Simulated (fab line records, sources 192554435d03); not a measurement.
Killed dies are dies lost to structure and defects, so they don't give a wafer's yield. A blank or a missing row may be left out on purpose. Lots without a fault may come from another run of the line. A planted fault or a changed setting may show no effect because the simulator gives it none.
Chamber matching | flow n5_finfet | N5_ILD0_CMP_07 on cmp-03: 4 sister chambers
The step polishes SiO2 flowable, stops on poly-Si, t overpolish 1.18 s, target thk 138.88 nm. 4 wafers are shown with their chamber, then 7 later ones without.

WAFERS WITH THEIR CHAMBER
wafer  | chamber | motor_current_A (A)
L086.3 | 1       | 11.7
L086.4 | 2       | 13.1
L087.2 | 3       | 11.6
L087.3 | 0       | 14.8

WAFERS WITHOUT THEIR CHAMBER
wafer  | motor_current_A (A)
L087.5 | 14.3
L088.2 | 11.4
L088.3 | 13.2
L088.5 | 10.8
L092.1 | 11.5
L092.2 | 13.6
L092.4 | 12.6

WHICH CHAMBER EACH WENT THROUGH
wafer  | from the rows above          | in truth
L087.5 | can't be placed: 0 or 2      | 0
L088.2 | can't be placed: 3 or 1      | 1
L088.3 | 2                            | 2
L088.5 | can't be placed: 3 or 1      | 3
L092.1 | can't be placed: 3 or 1      | 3
L092.2 | can't be placed: 2 or 0      | 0
L092.4 | can't be placed: 2 or 1 or 3 | 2
Placed correctly: 1 of 7. Can't be placed from these rows: 6 (the true chamber is among the candidates in 6). Placed wrongly: 0.
How it was worked out, from the rows above alone: a wafer's distance from a chamber is the root of the sum, over the readings, of the square of ((its reading less the chamber's mean) divided by the reading's scatter). The wafer belongs to the nearest chamber; if the next one is less than 2 further off, it can't be placed. A chamber's mean is the mean of its shown wafers. The scatter: with one shown wafer a chamber, the root of the mean of the squares of how far each hidden wafer lies from its nearest shown one.
